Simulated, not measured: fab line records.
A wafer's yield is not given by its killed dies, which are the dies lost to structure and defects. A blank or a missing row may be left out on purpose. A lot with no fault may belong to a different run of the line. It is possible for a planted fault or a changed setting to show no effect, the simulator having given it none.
fab line records -- flow n5_finfet
record: lots: 11, wafers: 33, last_day: 20
route steps=1938 shown BEOL_M11@1579 BEOL_M12@1613
lots untouched by any fault: they come from a run of this same line in which no faults occurred
start_h: hours from the record's first day to the start of the lot's first wafer shown -- wait_h: how many hours have passed since the lot's step before this one -- " unchanged from the row above -- L1.1+2: several wafers, shown together as one row -- - no value, or no start was given -- * or withheld: withheld -- < > ~ a bound
route shown NAME@n: a module of which the file shows steps, and the number in the route of the first -- usual: the fault-free wafers' mean and standard deviation -- same: alike in all rows -- chamber/n: place in a boat -- sites: the reading at each site -- _std_site: the values' standard deviation -- _edge_site: the outer-site mean with the inner-site mean subtracted -- radius_mm: for every site, how far away it sits from the centre of the wafer -- mask NAME#n: copy n -- behind: the most recent tool/chamber to have shaped the wafer -- hold: reason for holding the lot/hours on hold/outcome of the hold -- device: which transistor (n, p or np) failed to switch -- end of line: at the end of the route, the tests of the same wafers -- a step without rows: its recipe alone -- killed: the dies lost at the first sort to structure and to defects; this is not the yield of the wafer -- map: per-die view of a wafer (x killed, . not killed, _ where there is no die)
set.NAME: the setting that was run; set.NAME@STEP: the one run at that earlier step -- model.NAME: the simulator's own value behind a step, which no gauge read
a sample of lots followed through the steps of the route, with each step as a table and each wafer as a row
services: from which hour (start_h, from the record's first day; less than 0 if before it) a tool's chamber was out of use, for how many hours, and why
== steps ==
step: N5_BEOL_M11_ETCH_41
recipe: chemistry: CH3F/O2, target: SiCN, target_depth_a: 426, taper_deg: 2, time_s: 86, ion_energy_ev: 120, mask_material: TiN, pressure_mtorr: 30, source_w: 395, bias_w: 75, Ar_flow_sccm: 150, CH3F_flow_sccm: 30, O2_flow_sccm: 20
usual: bias_w: 75.03/0.2, drypump_motor_current_A: 5.5/0.45, oes_product_au: 0.79/0.093, rf_vpp_V: 298.3/1.3, showerhead_plenum_p_Torr: 2.05/0.049, throttle_valve_pct: 16.29/0.19
lot.wafer,tool,chamber,start_h,wait_h,bias_w,drypump_motor_current_A,oes_product_au,rf_hours_counter_h,rf_vpp_V,showerhead_plenum_p_Torr,throttle_valve_pct
L380.2,rie_diel-04,3,-,-,75.01,5.7,0.74,167,296.6,1.99,16.24
L380.3,rie_diel-04,1,-,-,75.18,6.1,0.96,1,298.2,2.14,16.03
L380.5,rie_diel-04,3,-,-,74.95,5.7,0.74,-,296.7,1.99,16.24
L383.4,rie_diel-01,3,-,-,75.06,4.6,0.72,201,298.0,2.07,16.25
L383.5,rie_diel-01,0,-,-,75.30,5.5,0.72,-,298.8,2.07,16.14
L383.6,rie_diel-01,1,-,-,74.99,5.7,0.97,-,300.4,2.05,16.21
L384.1,rie_diel-04,0,-,-,74.61,6.1,0.93,24,299.0,2.04,16.25
L384.2,rie_diel-04,2,-,-,75.14,5.5,0.69,228,296.9,1.97,16.51
L384.6,rie_diel-04,0,-,-,74.84,6.1,0.92,-,299.0,2.04,16.24
L385.3,rie_diel-01,1,-,-,75.33,5.8,0.97,5,298.4,2.05,16.21
L385.5,rie_diel-01,3,-,-,74.96,4.7,0.72,-,300.8,2.07,16.24
L385.6,rie_diel-01,0,-,-,74.83,5.4,0.74,-,299.8,2.07,16.17
L382.2,rie_diel-02,2,-,-,75.53,4.8,0.80,105,298.7,2.10,16.74
L382.3,rie_diel-02,1,-,-,75.00,5.0,0.73,181,299.2,2.08,16.19
L382.5,rie_diel-02,0,-,-,75.06,5.1,0.67,-,298.0,2.05,16.52
L388.2,rie_diel-02,1,-,-,75.18,5.1,0.72,184,298.5,2.08,16.21
L388.4,rie_diel-02,3,-,-,74.67,5.5,0.79,-,299.7,2.10,16.12
L388.5,rie_diel-02,1,-,-,75.22,5.1,0.73,-,299.1,2.08,16.20
L393.2,rie_diel-04,1,-,-,75.06,6.1,0.91,26,299.8,2.13,16.08
L393.5,rie_diel-04,0,-,-,74.73,6.1,0.89,-,298.4,2.03,16.27
L393.6,rie_diel-04,3,-,-,75.35,5.6,0.72,-,296.8,1.99,16.29
L400.2,rie_diel-02,0,-,-,75.16,5.0,0.95,5,296.4,2.04,16.07
L400.3,rie_diel-02,1,-,-,75.24,5.1,0.70,217,298.2,2.07,16.26
L400.5,rie_diel-02,2,-,-,74.80,4.8,0.78,-,299.8,2.09,16.78
L399.1,rie_diel-04,2,-,-,74.88,5.5,0.94,5,295.6,1.96,16.10
L399.2,rie_diel-04,0,-,-,74.95,6.1,0.85,61,299.5,2.03,16.29
L399.5,rie_diel-04,0,-,-,75.09,6.1,0.85,-,297.2,2.03,16.30
L398.3,rie_diel-04,0,-,-,75.30,6.1,0.86,61,296.7,2.03,16.31
L398.4,rie_diel-04,2,-,-,75.06,5.5,0.94,6,295.1,1.96,16.08
L398.5,rie_diel-04,1,-,-,75.47,6.1,0.86,-,299.9,2.12,16.11
L402.1,rie_diel-04,3,-,-,74.94,5.7,0.70,216,296.4,1.98,16.35
L402.4,rie_diel-04,1,-,-,74.91,6.1,0.86,52,300.5,2.12,16.13
L402.6,rie_diel-04,0,-,-,74.95,6.1,0.85,-,297.6,2.03,16.32
step: N5_BEOL_M11_PRE_CLEAN_45
recipe: gas: H2/He, time_s: 30, temp_c: 250
usual: heater_power_w: 313/35
lot.wafer,tool,chamber,start_h,wait_h,heater_power_w
L380.2,pvd_sputter-02,-,268.40,0.0,317
L380.3,pvd_sputter-02,-,268.40,0.0,352
L380.5,pvd_sputter-02,-,268.40,0.0,312
L383.4,pvd_sputter-01,-,286.66,0.0,297
L383.5,pvd_sputter-01,-,286.66,0.0,312
L383.6,pvd_sputter-01,-,286.66,0.0,296
L384.1,pvd_sputter-01,-,287.72,0.0,364
L384.2,pvd_sputter-01,-,287.72,0.0,303
L384.6,pvd_sputter-01,-,287.72,0.0,298
L385.3,pvd_sputter-01,-,290.02,0.0,354
L385.5,pvd_sputter-01,-,290.02,0.0,300
L385.6,pvd_sputter-01,-,290.02,0.0,305
L382.2,pvd_sputter-01,-,290.10,0.0,291
L382.3,pvd_sputter-01,-,290.10,0.0,343
L382.5,pvd_sputter-01,-,290.10,0.0,363
L388.2,pvd_sputter-01,-,296.96,0.0,299
L388.4,pvd_sputter-01,-,296.96,0.0,296
L388.5,pvd_sputter-01,-,296.96,0.0,357
L393.2,pvd_sputter-03,-,352.12,0.0,313
L393.5,pvd_sputter-03,-,352.12,0.0,250
L393.6,pvd_sputter-03,-,352.12,0.0,314
L400.2,pvd_sputter-02,-,398.71,0.0,356
L400.3,pvd_sputter-02,-,398.71,0.0,318
L400.5,pvd_sputter-02,-,398.71,0.0,282
L399.1,pvd_sputter-02,-,411.28,0.0,351
L399.2,pvd_sputter-02,-,411.28,0.0,305
L399.5,pvd_sputter-02,-,411.28,0.0,300
L398.3,pvd_sputter-02,-,413.74,0.0,348
L398.4,pvd_sputter-02,-,413.74,0.0,303
L398.5,pvd_sputter-02,-,413.74,0.0,281
L402.1,pvd_sputter-02,-,433.68,0.0,299
L402.4,pvd_sputter-02,-,433.68,0.0,349
L402.6,pvd_sputter-02,-,433.68,0.0,307
step: N5_BEOL_M12_OVL_MEAS_11
recipe: points_per_wafer: 44
usual: V11_OVL: -3/5.5
lot.wafer,tool,chamber,start_h,wait_h,V11_OVL[nm]
L380.2,overlay-01,0,270.52,0.0,-12
L380.3,overlay-01,0,270.52,0.0,-10
L380.5,overlay-01,0,270.52,0.0,-6
L383.4,overlay-01,0,288.79,0.0,1
L383.5,overlay-01,0,288.79,0.0,-4
L383.6,overlay-01,0,288.79,0.0,-1
L384.1,overlay-02,0,291.51,0.0,-10
L384.2,overlay-02,0,291.51,0.0,2
L384.6,overlay-02,0,291.51,0.0,-2
L385.3,overlay-01,0,292.11,0.0,0
L385.5,overlay-01,0,292.11,0.0,0
L385.6,overlay-01,0,292.11,0.0,0
L382.2,overlay-01,0,292.34,0.0,-5
L382.3,overlay-01,0,292.34,0.0,0
L382.5,overlay-01,0,292.34,0.0,-6
L388.2,overlay-01,0,299.13,0.0,-3
L388.4,overlay-01,0,299.13,0.0,3
L388.5,overlay-01,0,299.13,0.0,-8
L393.2,overlay-02,0,356.61,0.0,-8
L393.5,overlay-02,0,356.61,0.0,-6
L393.6,overlay-02,0,356.61,0.0,-7
L400.2,overlay-01,0,400.84,0.0,-6
L400.3,overlay-01,0,400.84,0.0,0
L400.5,overlay-01,0,400.84,0.0,2
L399.1,overlay-01,0,415.33,0.0,-3
L399.2,overlay-01,0,415.33,0.0,-6
L399.5,overlay-01,0,415.33,0.0,4
L398.3,overlay-02,0,416.00,0.0,0
L398.4,overlay-02,0,416.00,0.0,-3
L398.5,overlay-02,0,416.00,0.0,-4
L402.1,overlay-01,0,437.80,0.0,-4
L402.4,overlay-01,0,437.80,0.0,-4
L402.6,overlay-01,0,437.80,0.0,-6
step: N5_BEOL_M12_ETCH_59
recipe: chemistry: N2/H2, target: BARC, target_depth_a: 890, overetch_a: 267, time_s: 67.9, ion_energy_ev: 200, pressure_mtorr: 30, source_w: 840, bias_w: 150, n2_flow_sccm: 200, h2_flow_sccm: 200
usual: bias_w: 150.0/0.43, drypump_motor_current_A: 5.53/0.22, oes_product_au: 0.67/0.07, rf_vpp_V: 523.4/2.6, showerhead_plenum_p_Torr: 2.53/0.088, throttle_valve_pct: 17.86/0.22
lot.wafer,tool,chamber,start_h,wait_h,bias_w,drypump_motor_current_A,oes_product_au,rf_hours_counter_h,rf_vpp_V,showerhead_plenum_p_Torr,throttle_valve_pct
L380.2,rie_diel-05,1,270.61,0.0,149.4,5.54,0.76,28,525.9,2.60,17.84
L380.3,rie_diel-05,0,270.61,0.0,149.9,5.13,0.61,197,526.8,2.63,18.19
L380.5,rie_diel-05,2,270.61,0.0,150.6,5.91,0.60,-,522.3,2.51,17.76
L383.4,rie_diel-06,0,288.90,0.0,150.5,5.53,0.61,-,519.9,2.40,18.08
L383.5,rie_diel-06,3,288.90,0.0,149.9,5.33,0.64,-,524.3,2.54,18.12
L383.6,rie_diel-06,1,288.90,0.0,149.9,5.87,0.65,-,524.2,2.55,17.59
L384.1,rie_diel-05,3,291.69,0.0,150.4,5.60,0.72,70,524.7,2.58,17.74
L384.2,rie_diel-05,1,291.69,0.0,149.7,5.55,0.74,35,524.3,2.59,17.87
L384.6,rie_diel-05,0,291.69,0.0,151.0,5.13,0.62,-,525.1,2.62,18.22
L385.3,rie_diel-03,0,292.24,0.0,150.3,5.42,0.61,201,522.9,2.53,17.85
L385.5,rie_diel-03,3,292.24,0.0,149.9,5.30,0.69,-,524.5,2.57,18.08
L385.6,rie_diel-03,0,292.24,0.0,150.1,5.44,0.60,-,524.1,2.53,17.85
L382.2,rie_diel-03,3,292.51,0.0,150.2,5.30,0.69,83,524.3,2.57,18.07
L382.3,rie_diel-03,0,292.51,0.0,150.6,5.45,0.61,201,522.4,2.53,17.87
L382.5,rie_diel-03,0,292.51,0.0,150.0,5.46,0.61,-,522.6,2.53,17.86
L388.2,rie_diel-06,1,299.23,0.0,150.2,5.87,0.64,129,524.8,2.55,17.60
L388.4,rie_diel-06,0,299.23,0.0,149.4,5.52,0.60,-,520.7,2.40,18.09
L388.5,rie_diel-06,1,299.23,0.0,150.6,5.87,0.65,-,524.7,2.55,17.60
L393.2,rie_diel-06,1,356.70,0.0,149.8,5.88,0.63,152,523.0,2.54,17.66
L393.5,rie_diel-06,1,356.70,0.0,150.3,5.91,0.63,-,525.5,2.54,17.65
L393.6,rie_diel-06,2,356.70,0.0,158.2,5.27,0.58,-,540.1,2.50,17.76
L400.2,rie_diel-03,1,400.93,0.0,149.9,5.45,0.69,108,523.0,2.55,17.61
L400.3,rie_diel-03,2,400.93,0.0,149.1,5.60,0.59,220,517.4,2.31,17.99
L400.5,rie_diel-03,1,400.93,0.0,150.0,5.46,0.69,-,525.3,2.55,17.61
L399.1,rie_diel-05,3,415.53,0.0,150.0,5.59,0.68,119,524.0,2.55,17.83
L399.2,rie_diel-05,2,415.53,0.0,150.1,5.91,0.78,17,522.4,2.49,17.40
L399.5,rie_diel-05,2,415.53,0.0,149.7,5.92,0.78,-,521.9,2.49,17.39
L398.3,rie_diel-03,0,416.52,0.0,149.3,5.41,0.59,233,522.2,2.51,17.90
L398.4,rie_diel-03,2,416.52,0.0,150.6,5.61,0.60,225,516.7,2.31,18.01
L398.5,rie_diel-03,1,416.52,0.0,151.1,5.46,0.68,-,524.5,2.55,17.62
L402.1,rie_diel-05,2,437.90,0.0,150.3,5.87,0.76,25,522.3,2.49,17.40
L402.4,rie_diel-05,1,437.90,0.0,150.7,5.55,0.70,-,524.8,2.57,17.95
L402.6,rie_diel-05,2,437.90,0.0,150.7,5.87,0.76,-,522.3,2.49,17.40
== services ==
tool,chamber,start_h,hours,kind
rie_diel-02,-,249.18,0.2,repair
rie_diel-06,2,285.04,20.5,repair
rie_diel-03,1,290.99,9.8,repair
rie_diel-01,1,291.76,3.0,repair
rie_diel-02,2,294.86,20.4,repair
rie_diel-05,0,297.70,19.9,repair
rie_diel-06,0,300.01,1.3,repair
rie_diel-06,3,303.75,16.3,repair
rie_diel-06,2,311.68,4.3,repair
rie_diel-06,-,315.30,0.9,repair
rie_diel-05,1,340.08,4.4,repair
rie_diel-05,2,342.03,3.2,repair
rie_diel-01,3,342.61,28.4,repair
rie_diel-01,-,343.93,0.2,repair
rie_diel-02,3,351.99,7.2,repair
rie_diel-03,1,369.64,16.3,repair
rie_diel-01,-,383.87,4.3,pm
rie_diel-05,1,387.25,21.5,repair
rie_diel-06,3,398.74,2.8,repair
rie_diel-04,2,404.85,1.6,repair
rie_diel-02,2,407.57,1.4,repair
rie_diel-01,-,413.97,2.1,repair
rie_diel-03,3,417.16,6.7,repair
rie_diel-04,-,436.28,2.6,repair
== key ==
first_sign: step: N5_BEOL_M12_ETCH_59, reading: bias_w, direction: up, sigmas: 19, usual: *, struck: *
effect: step: N5_BEOL_M12_ETCH_59, reading: rf_vpp_V, direction: up, sigmas: 6.4, usual: 523.4, struck: 540.1
met_at N5_BEOL_M12_ETCH_59
struck_lots L393
struck_wafers L393.6
not_acting_at N5_BEOL_M11_ETCH_41,N5_BEOL_M11_PRE_CLEAN_45,N5_BEOL_M12_OVL_MEAS_11
fault: kind: process_parameter_drift, tool: rie_diel-06, chamber: 2, onset_h: 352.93, steps: N5_BEOL_M12_ETCH_59, channel: bias_w, offset: *, shape: step, end_h: 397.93, acts_in: *, stated: *
